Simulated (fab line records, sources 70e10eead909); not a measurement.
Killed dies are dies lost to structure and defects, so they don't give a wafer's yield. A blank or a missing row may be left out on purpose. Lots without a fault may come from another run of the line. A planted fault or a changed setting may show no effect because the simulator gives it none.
fab line records | flow nand_harc | part 1 of 2: steps 1 to 25 of 38
record lots=5 wafers=15 last_day=33
route steps=1302 shown THIN_TSV@1244
lots that met no fault: from a run of the same line without faults
start_h: hours from the record's first day to the start of the lot's first wafer shown | wait_h: hours since the lot's step before | " the same as in the row above | L1.1+2: a row that stands for several wafers | - no value, or no start given | * or withheld: withheld | < > ~ a bound
route shown NAME@n: a module of which the file shows steps, and the number in the route of the first | usual: mean/standard deviation of fault-free wafers | same: alike in all rows | chamber/n: place in a boat | sites: the reading at each site | _std_site: their standard deviation | _edge_site: outer sites' mean less inner sites' | radius_mm: how far each site lies from the wafer's centre | mask NAME#n: copy n | behind: the tool/chamber that last shaped the wafer | hold: why the lot was held/for how many hours/how that ended | device: the transistor (n, p or np) that didn't switch | end of line: the same wafers' tests at the end of the route | a step without rows: its recipe alone | killed: dies lost to structure and defects at the first sort, not the wafer's yield | map: a wafer's dies, x killed, . not, _ none there
set.NAME: the setting as run; set.NAME@STEP: as run at that earlier step | model.NAME: the simulator's own value behind a step, which no gauge read
lots at some steps of the route; a table a step, a row a wafer
services: from which hour (start_h, from the record's first day; less than 0 if before it) a tool's chamber was out of use, for how many hours, and why
## steps
# step NHARC_THIN_TSV_GRIND_00
# recipe target_thk_um=6
# usual motor_current_A=11.998/0.019
# columns lot.wafer tool chamber start_h wait_h motor_current_A
L079.1 grinder-01 0 608.28 0.1 12.012
L079.2 " 0 " " 11.996
L079.5 " 0 " " 11.969
L080.4 grinder-01 0 619.78 0.7 11.981
L080.5 " 0 " " 12.020
L080.6 " 0 " " 11.977
L084.3 grinder-01 0 652.31 1.8 12.005
L084.4 " 0 " " 11.986
L084.6 " 0 " " 11.997
L093.2 grinder-01 0 753.42 0.4 11.965
L093.3 " 0 " " 12.003
L093.5 " 0 " " 12.002
L097.3 grinder-01 0 774.93 1.7 12.011
L097.4 " 0 " " 11.996
L097.6 " 0 " " 11.975
# step NHARC_THIN_TSV_CMP_01
# recipe target_thk_um=3
# usual motor_current_A=11.7/1.4 pad_life_wafers=208/110
# columns lot.wafer tool chamber start_h wait_h motor_current_A pad_life_wafers
L079.2 cmp-04 3 609.51 0.8 10.7 12
L079.1 " 2 " " 14.1 15
L079.5 " 0 " " 12.0 -
L080.4 cmp-01 2 620.48 0.5 10.9 129
L080.5 " 3 " " 11.3 -
L080.6 " 0 " " 9.5 -
L084.3 cmp-01 3 653.16 0.7 10.9 295
L084.4 " 1 " " 9.9 297
L084.6 " 3 " " 10.7 -
L093.3 cmp-04 2 754.47 0.7 14.0 259
L093.2 " 0 " " 12.5 261
L093.5 " 1 " " 11.3 -
L097.3 cmp-01 0 775.75 0.6 9.9 402
L097.4 " 3 " " 9.7 405
L097.6 " 1 " " 9.6 -
# step NHARC_THIN_TSV_THK_MEAS_02
# recipe thk_meas_gauge=ir
# usual thk_nm=2982/230
# columns lot.wafer tool chamber start_h wait_h thk_nm
L079.1 film_metro-01 - 609.79 0.2 2880
L079.2 " - " " 2817
L079.5 " - " " 3074
L080.4 film_metro-01 - 620.68 - 3008
L080.5 " - " " 3043
L080.6 " - " " 2816
L084.3 film_metro-02 - 653.40 - 3055
L084.4 " - " " 3219
L084.6 " - " " 3286
L093.2 film_metro-02 - 754.71 0.2 3314
L093.3 " - " " 3118
L093.5 " - " " 3086
L097.3 film_metro-01 - 776.02 - 3158
L097.4 " - " " 3212
L097.6 " - " " 3145
# step NHARC_THIN_TSV_SRD_03
# columns lot.wafer tool chamber start_h wait_h
L079.1+5+2 wet_bench-10 4,5,0 609.83 0.0
L080.4+6+5 wet_bench-10 7,0,2 620.72 0.0
L084.4+6+3 wet_bench-10 4,7,1 653.44 0.0
L093.3+5+2 wet_bench-10 2,3,5 754.76 0.0
L097.6+4+3 wet_bench-08 4,5,6 776.07 0.0
# step NHARC_THIN_TSV_PRECLEAN_41
# recipe time_s=* temp_c=50 bath_age_min=0 chemistry=SC1
# usual bath_guard_temp_C=50.0/0.55 bath_heat_duty_pct=7.2/0.76 sc1_h2o2_end_mol_l=0.3699/0.00067
# columns lot.wafer tool chamber start_h wait_h bath_guard_temp_C bath_heat_duty_pct sc1_h2o2_end_mol_l
L079.1 wet_bench-10 4 609.85 0.0 50.4 6.6 0.3698
L079.5 " 5 " " 49.5 7.0 0.3702
L079.2 " 0 " " 49.7 6.0 0.3695
L080.4 wet_bench-10 7 620.74 0.0 49.5 7.5 0.3695
L080.6 " 0 " " 49.4 7.2 0.3693
L080.5 " 2 " " 50.1 8.5 0.3699
L084.4 wet_bench-10 4 653.47 0.0 50.2 7.3 0.3688
L084.6 " 7 " " 49.5 8.3 0.3691
L084.3 " 1 " " 50.0 7.5 0.3702
L093.3 wet_bench-10 2 754.78 0.0 50.5 7.6 0.3711
L093.5 " 3 " " 49.5 7.4 0.3695
L093.2 " 5 " " 49.4 6.9 0.3708
L097.6 wet_bench-08 4 776.08 0.0 50.7 8.3 0.3699
L097.4 " 5 " " 50.1 8.2 0.3711
L097.3 " 6 " " 51.1 6.9 0.3704
# step NHARC_THIN_TSV_SRD_42
# columns lot.wafer tool chamber start_h wait_h
L079.1+5+2 wet_bench-10 4,5,0 - -
L080.4+6+5 wet_bench-10 7,0,2 - -
L084.4+6+3 wet_bench-10 4,7,1 - -
L093.3+5+2 wet_bench-10 2,3,5 - -
L097.6+4+3 wet_bench-08 4,5,6 - -
# step NHARC_THIN_TSV_DEP_43
# recipe target_thk_a=13285 temp_c=withheld pressure_torr=6.5 rf_w=900 teos_flow_sccm=161.4 flow_sccm=2650 target_thk_nm=1328.5 gas=O2 material=SiO2
# usual flow_sccm=2651/8 mfc_precursor_sccm=161.4/0.51 throttle_valve_pct=15.7/0.53
# columns lot.wafer tool chamber start_h wait_h flow_sccm mfc_precursor_sccm throttle_valve_pct
L079.1 pecvd-01 1 610.05 - 2652 160.4 15.4
L079.2 " 2 " " 2656 161.0 14.9
L079.5 " 1 " " 2663 161.0 15.4
L080.6 pecvd-02 1 621.03 - 2643 160.7 16.0
L080.5 " 2 " " 2653 161.9 15.9
L080.4 " 0 " " 2656 162.3 16.2
L084.3 pecvd-04 0 653.71 - 2660 161.3 15.3
L084.4 " 2 " " 2656 161.5 16.0
L084.6 " 0 " " 2651 161.7 15.6
L093.3 pecvd-01 0 754.93 - 2657 160.9 16.1
L093.2 " 2 " " 2643 161.7 15.0
L093.5 " 2 " " 2657 162.3 15.0
L097.3 pecvd-01 1 776.23 - 2659 161.5 15.3
L097.4 " 1 " " 2645 161.9 15.0
L097.6 " 2 " " 2656 161.5 15.3
# step NHARC_THIN_TSV_DEHYDRATE_04
# recipe temp_c=150 time_s=120
# usual plate_temp_C=150.01/0.15
# columns lot.wafer tool chamber start_h wait_h plate_temp_C
L079.1 litho_track-02 0 610.41 - 150.17
L079.2 " 0 " " 150.30
L079.5 " 0 " " 150.11
L080.4 litho_track-02 0 621.31 - 149.75
L080.5 " 0 " " 149.67
L080.6 " 0 " " 149.84
L084.3 litho_track-02 0 654.03 - 150.24
L084.4 " 0 " " 150.21
L084.6 " 0 " " 150.05
L093.2 litho_track-05 0 755.34 - 150.02
L093.3 " 0 " " 150.15
L093.5 " 0 " " 150.06
L097.3 litho_track-03 0 776.65 - 150.14
L097.4 " 0 " " 150.23
L097.6 " 0 " " 150.36
# step NHARC_THIN_TSV_HMDS_05
# recipe time_s=30
# columns lot.wafer tool chamber start_h wait_h
L079.1+2+5 litho_track-02 0 - -
L080.4+5+6 litho_track-02 0 - -
L084.3+4+6 litho_track-02 0 - -
L093.2+3+5 litho_track-05 0 - -
L097.3+4+6 litho_track-03 0 - -
# step NHARC_THIN_TSV_COAT_06
# recipe spin_rpm=*
# columns lot.wafer tool chamber start_h wait_h
L079.1+2+5 litho_track-02 0 - -
L080.4+5+6 litho_track-02 0 - -
L084.3+4+6 litho_track-02 0 - -
L093.2+3+5 litho_track-05 0 - -
L097.3+4+6 litho_track-03 0 - -
# step NHARC_THIN_TSV_SOFTBAKE_07
# recipe temp_c=122 time_s=95
# usual plate_temp_C=122.02/0.12
# columns lot.wafer tool chamber start_h wait_h plate_temp_C
L079.1 litho_track-02 0 - - 122.32
L079.2 " 0 " " 121.93
L079.5 " 0 " " 122.09
L080.4 litho_track-02 0 - - 122.13
L080.5 " 0 " " 122.05
L080.6 " 0 " " 121.99
L084.3 litho_track-02 0 - - 122.15
L084.4 " 0 " " 121.95
L084.6 " 0 " " 121.81
L093.2 litho_track-05 0 - - 121.94
L093.3 " 0 " " 121.84
L093.5 " 0 " " 122.26
L097.3 litho_track-03 0 - - 121.92
L097.4 " 0 " " 122.07
L097.6 " 0 " " 121.95
# step NHARC_THIN_TSV_EBR_08
# columns lot.wafer tool chamber start_h wait_h
L079.1+2+5 litho_track-02 0 - -
L080.4+5+6 litho_track-02 0 - -
L084.3+4+6 litho_track-02 0 - -
L093.2+3+5 litho_track-05 0 - -
L097.3+4+6 litho_track-03 0 - -
# step NHARC_THIN_TSV_EXPOSE_09
# recipe na=0.55 dose_mj=30.7 mask_id=TSV
# columns lot.wafer tool chamber start_h wait_h mask
L079.1+2+5 krf_scanner-03 0 610.56 - TSV#0
L080.4+5+6 krf_scanner-03 0 621.47 - TSV#0
L084.3+4+6 krf_scanner-04 0 654.30 - TSV#0
L093.2+3+5 krf_scanner-04 0 755.61 - TSV#0
L097.3+4+6 krf_scanner-01 0 776.80 - TSV#0
# step NHARC_THIN_TSV_PEB_10
# recipe peb_temp_c=118 peb_time_s=85
# usual plate_temp_C=118.01/0.14
# columns lot.wafer tool chamber start_h wait_h plate_temp_C
L079.1 litho_track-05 0 610.63 0.1 118.20
L079.2 " 0 " " 118.24
L079.5 " 0 " " 118.06
L080.4 litho_track-03 0 621.52 0.0 118.07
L080.5 " 0 " " 118.09
L080.6 " 0 " " 118.02
L084.3 litho_track-02 0 654.36 0.1 117.98
L084.4 " 0 " " 118.05
L084.6 " 0 " " 117.86
L093.2 litho_track-03 0 755.67 0.1 118.17
L093.3 " 0 " " 118.06
L093.5 " 0 " " 118.08
L097.3 litho_track-05 0 776.86 0.0 117.76
L097.4 " 0 " " 117.81
L097.6 " 0 " " 118.19
# step NHARC_THIN_TSV_DEVELOP_11
# recipe time_s=70
# columns lot.wafer tool chamber start_h wait_h
L079.1+2+5 litho_track-05 0 - -
L080.4+5+6 litho_track-03 0 - -
L084.3+4+6 litho_track-02 0 - -
L093.2+3+5 litho_track-03 0 - -
L097.3+4+6 litho_track-05 0 - -
# step NHARC_THIN_TSV_CD_MEAS_12
# recipe target_cd_nm=1000 landing_energy_ev=500
# usual cd_nm=1000.5/1.9
# same landing_energy_ev=500
# columns lot.wafer tool chamber start_h wait_h cd_nm
L079.1 cd_sem-03 0 610.72 - 996.9
L079.2 " 0 " " 995.7
L079.5 " 0 " " 997.6
L080.4 cd_sem-01 0 621.61 - 1003.4
L080.5 " 0 " " 1002.4
L080.6 " 0 " " 1002.7
L084.3 cd_sem-03 0 654.46 - 1000.1
L084.4 " 0 " " 1000.3
L084.6 " 0 " " 1000.0
L093.2 cd_sem-02 0 755.77 - 1003.3
L093.3 " 0 " " 1003.1
L093.5 " 0 " " 1004.2
L097.3 cd_sem-01 0 776.95 - 998.3
L097.4 " 0 " " 998.5
L097.6 " 0 " " 997.0
# step NHARC_THIN_TSV_HARDBAKE_13
# recipe temp_c=125 time_s=80
# usual plate_temp_C=125.02/0.13
# columns lot.wafer tool chamber start_h wait_h plate_temp_C
L079.1 litho_track-02 0 610.80 - 124.87
L079.2 " 0 " " 124.92
L079.5 " 0 " " 125.18
L080.4 litho_track-03 0 621.69 - 125.01
L080.5 " 0 " " 125.01
L080.6 " 0 " " 125.00
L084.3 litho_track-02 0 654.54 - 125.01
L084.4 " 0 " " 125.17
L084.6 " 0 " " 125.02
L093.2 litho_track-03 0 755.85 - 125.13
L093.3 " 0 " " 124.89
L093.5 " 0 " " 125.00
L097.3 litho_track-03 0 777.03 - 125.00
L097.4 " 0 " " 124.78
L097.6 " 0 " " 124.93
# step NHARC_THIN_TSV_DESCUM_14
# recipe time_s=3 o2_flow_sccm=200 ar_flow_sccm=0 bias_power_w=0 chemistry=O2
# usual drypump_motor_current_A=5.5/0.36 oes_product_au=0.997/0.01 rf_vpp_V=57.8/0.82 showerhead_plenum_p_Torr=1.90/0.09 throttle_valve_pct=11.311/0.0091
# columns lot.wafer tool chamber start_h wait_h drypump_motor_current_A oes_product_au rf_hours_counter_h rf_vpp_V showerhead_plenum_p_Torr throttle_valve_pct
L079.2 rie_diel-01 1 610.88 - 5.6 0.999 2 57.8 1.91 11.311
L079.1 " 3 " " 5.3 1.003 2 56.2 1.77 11.314
L079.5 " 1 " " 5.6 1.002 - 56.4 1.91 11.309
L080.4 rie_diel-01 2 621.77 - 6.2 0.997 3 56.9 1.97 11.316
L080.6 " 1 " " 5.6 1.005 - 58.9 1.91 11.316
L080.5 " 2 " " 6.2 0.986 - 57.4 1.97 11.300
L084.4 rie_diel-01 3 654.61 - 5.3 1.003 5 57.8 1.77 11.308
L084.3 " 2 " " 6.1 0.997 5 58.2 1.96 11.305
L084.6 " 3 " " 5.2 1.000 - 58.3 1.77 11.304
L093.3 rie_diel-05 0 755.93 - 5.9 1.000 11 55.5 1.89 11.317
L093.2 " 2 " " 5.0 0.992 9 57.4 1.88 11.312
L093.5 " 0 " " 5.9 1.004 - 58.1 1.89 11.311
L097.3 rie_diel-04 2 777.10 - 5.9 1.009 4 57.2 1.78 11.311
L097.4 " 0 " " 5.2 1.011 4 56.9 1.94 11.315
L097.6 " 2 " " 5.9 1.008 - 56.8 1.78 11.317
# step NHARC_THIN_TSV_ETCH_44
# recipe target_depth_a=15942 time_s=797.1 cf4_flow_sccm=150 o2_flow_sccm=10 ar_flow_sccm=0 rf_w=300 bias_w=800 chemistry=CF4/O2
# usual drypump_motor_current_A=5.4/0.36 oes_product_au=0.997/0.0099 rf_vpp_V=793/5 showerhead_plenum_p_Torr=1.82/0.079 throttle_valve_pct=16.915/0.0084
# columns lot.wafer tool chamber start_h wait_h drypump_motor_current_A oes_product_au rf_hours_counter_h rf_vpp_V showerhead_plenum_p_Torr throttle_valve_pct
L079.2 rie_diel-01 3 610.97 0.1 5.2 1.001 2 787 1.71 16.929
L079.1 " 0 " " 5.0 0.988 3 798 1.88 16.920
L079.5 " 3 " " 5.3 0.996 - 785 1.71 16.926
L080.4 rie_diel-01 0 621.97 0.2 5.0 0.992 4 797 1.88 16.917
L080.6 " 2 " " 6.2 1.001 - 797 1.88 16.908
L080.5 " 3 " " 5.3 0.997 - 787 1.71 16.907
L084.3 rie_diel-01 1 654.70 0.1 5.6 1.007 5 794 1.83 16.917
L084.4 " 0 " " 5.0 1.002 6 797 1.88 16.913
L084.6 " 2 " " 6.2 0.999 - 797 1.88 16.919
L093.3 rie_diel-05 3 756.12 0.2 5.5 0.988 12 798 1.91 16.932
L093.2 " 0 " " 5.9 0.995 12 794 1.81 16.903
L093.5 " 1 " " 5.3 0.981 - 786 1.71 16.907
L097.3 rie_diel-04 1 777.19 0.1 5.6 1.001 5 786 1.72 16.912
L097.4 " 0 " " 5.2 1.009 4 797 1.86 16.914
L097.6 " 1 " " 5.6 0.998 - 787 1.72 16.922
# step NHARC_THIN_TSV_ETCH_15
# recipe target_depth_a=30000 bosch_target_overetch_cycles=2 bosch_etch_step_s=2.8 bosch_dep_step_s=1.2 bosch_cycles=14
# usual drypump_motor_current_A=5.8/0.57
# columns lot.wafer tool chamber start_h wait_h drypump_motor_current_A rf_hours_counter_h
L079.2 rie_si-03 2 611.55 - 5.8 0.09
L079.1 " 0 " " 6.5 0.14
L079.5 " 2 " " 5.8 -
L080.4 rie_si-01 0 622.47 - 6.7 0.35
L080.6 " 1 " " 6.1 -
L080.5 " 2 " " 6.0 -
L084.4 rie_si-02 3 655.28 - 6.3 0.10
L084.3 " 1 " " 4.7 0.12
L084.6 " 3 " " 6.4 -
L093.3 rie_si-02 0 756.59 - 5.2 0.70
L093.2 " 1 " " 4.7 0.73
L093.5 " 3 " " 6.3 -
L097.3 rie_si-03 3 777.76 - 5.7 0.10
L097.4 " 2 " " 5.8 0.09
L097.6 " 3 " " 5.7 -
# step NHARC_THIN_TSV_CD_MEAS_16
# usual cd_nm=1000.5/2
# columns lot.wafer tool chamber start_h wait_h cd_nm
L079.1 cd_sem-03 - 611.68 0.1 997.0
L079.2 " - " " 996.0
L079.5 " - " " 998.1
L080.4 cd_sem-01 - 622.59 0.1 1004.6
L080.5 " - " " 1004.1
L080.6 " - " " 1003.7
L084.3 cd_sem-01 - 655.42 0.1 1000.3
L084.4 " - " " 1000.4
L084.6 " - " " 1000.0
L093.2 cd_sem-01 - 756.73 0.1 1003.8
L093.3 " - " " 1002.8
L093.5 " - " " 1003.1
L097.3 cd_sem-02 - 777.91 0.1 997.9
L097.4 " - " " 997.8
L097.6 " - " " 996.4
# step NHARC_THIN_TSV_STRIP_45
# recipe power_w=1500 temp_c=250 chemistry=O2
# usual drypump_motor_current_A=5.9/0.53 heater_power_w=341/17
# columns lot.wafer tool chamber start_h wait_h drypump_motor_current_A heater_power_w rf_hours_counter_h
L079.1 plasma_asher-01 1 611.77 0.1 5.0 316 17
L079.2 " 0 " " 5.3 310 17
L079.5 " 1 " " 5.0 322 -
L080.4 plasma_asher-02 0 622.74 0.2 6.5 345 -
L080.6 " 0 " " 6.5 348 -
L080.5 " 1 " " 5.8 352 -
L084.4 plasma_asher-02 0 655.58 0.2 6.5 349 -
L084.3 " 1 " " 5.8 353 -
L084.6 " 0 " " 6.5 348 -
L093.2 plasma_asher-01 1 756.80 0.1 5.0 319 9
L093.3 " 1 " " 5.0 311 -
L093.5 " 0 " " 5.4 310 -
L097.3 plasma_asher-02 0 778.07 0.2 6.5 348 -
L097.4 " 1 " " 5.8 355 -
L097.6 " 0 " " 6.5 349 -
# step NHARC_THIN_TSV_STRIP_46
# recipe time_s=1200 temp_c=72.5 chemistry=post_etch_residue_remover
# usual bath_guard_temp_C=72.6/0.54 bath_heat_duty_pct=14.6/1.5
# columns lot.wafer tool chamber start_h wait_h bath_guard_temp_C bath_heat_duty_pct
L079.5 wet_bench-08 0 612.13 0.1 72.5 12.3
L079.1 " 2 " " 71.6 13.6
L079.2 " 4 " " 73.3 17.2
L080.4 wet_bench-08 4 623.00 0.2 73.4 15.7
L080.6 " 6 " " 73.0 12.7
L080.5 " 0 " " 72.5 12.9
L084.6 wet_bench-08 3 655.83 0.1 71.1 17.1
L084.3 " 5 " " 72.6 15.5
L084.4 " 6 " " 73.2 12.7
L093.5 wet_bench-10 0 757.18 0.1 71.9 13.6
L093.2 " 1 " " 72.7 14.0
L093.3 " 2 " " 72.8 14.2
L097.4 wet_bench-10 2 778.34 0.2 72.7 15.2
L097.6 " 5 " " 72.4 14.5
L097.3 " 6 " " 73.2 15.1
# step NHARC_THIN_TSV_DEP_47
# recipe target_thk_a=2000 temp_c=withheld pressure_torr=6.5 rf_w=900 teos_flow_sccm=161.4 flow_sccm=2650 target_thk_nm=200 gas=O2 material=SiO2
# usual flow_sccm=2651/7.2 mfc_precursor_sccm=161.5/0.45 throttle_valve_pct=15.8/0.48
# columns lot.wafer tool chamber start_h wait_h flow_sccm mfc_precursor_sccm throttle_valve_pct
L079.1 pecvd-01 2 612.58 - 2658 161.6 15.1
L079.2 " 0 " " 2667 161.5 16.0
L079.5 " 1 " " 2644 160.8 15.2
L080.4 pecvd-01 1 623.58 - 2661 161.5 15.4
L080.5 " 2 " " 2641 162.5 14.9
L080.6 " 0 " " 2655 161.8 16.2
L084.3 pecvd-04 0 656.38 - 2653 161.6 15.1
L084.6 " 2 " " 2648 161.0 16.0
L084.4 " 0 " " 2636 161.5 15.4
L093.2 pecvd-02 0 757.60 - 2645 161.3 16.3
L093.3 " 2 " " 2651 161.6 16.2
L093.5 " 1 " " 2644 161.5 16.4
L097.3 pecvd-04 2 778.92 - 2643 161.7 16.1
L097.4 " 1 " " 2657 161.4 15.3
L097.6 " 2 " " 2649 161.0 16.1
# step NHARC_THIN_TSV_ETCHBACK_48
# recipe target_depth_a=10285 over_etch_frac=0.3 time_s=405.17 ion_energy_ev=250 c4f8_flow_sccm=withheld ar_flow_sccm=withheld rf_w=600 bias_w=300 chemistry=C4F8/Ar
# usual oes_product_au=0.95/0.034 rf_vpp_V=546/3.5
# same over_etch_frac=0.3
# columns lot.wafer tool chamber start_h wait_h oes_product_au rf_hours_counter_h rf_vpp_V
L079.1 rie_diel-05 1 612.98 - 0.99 0.6 541
L079.2 " 3 " " 1.00 0.8 549
L079.5 " 1 " " 1.00 - 542
L080.5 rie_diel-05 3 623.99 - 0.91 - 550
L080.4 " 0 " " 0.93 - 545
L080.6 " 1 " " 0.91 - 542
L084.4 rie_diel-01 1 656.70 - 0.94 5.6 547
L084.3 " 0 " " 0.91 5.9 549
L084.6 " 1 " " 0.93 - 548
L093.3 rie_diel-01 0 758.00 - 0.99 1.0 549
L093.2 " 1 " " 0.98 1.0 547
L093.5 " 1 " " 0.99 - 548
L097.3 rie_diel-05 0 779.39 0.4 1.01 1.1 547
L097.4 " 1 " " 1.00 0.8 541
L097.6 " 3 " " 1.01 - 550
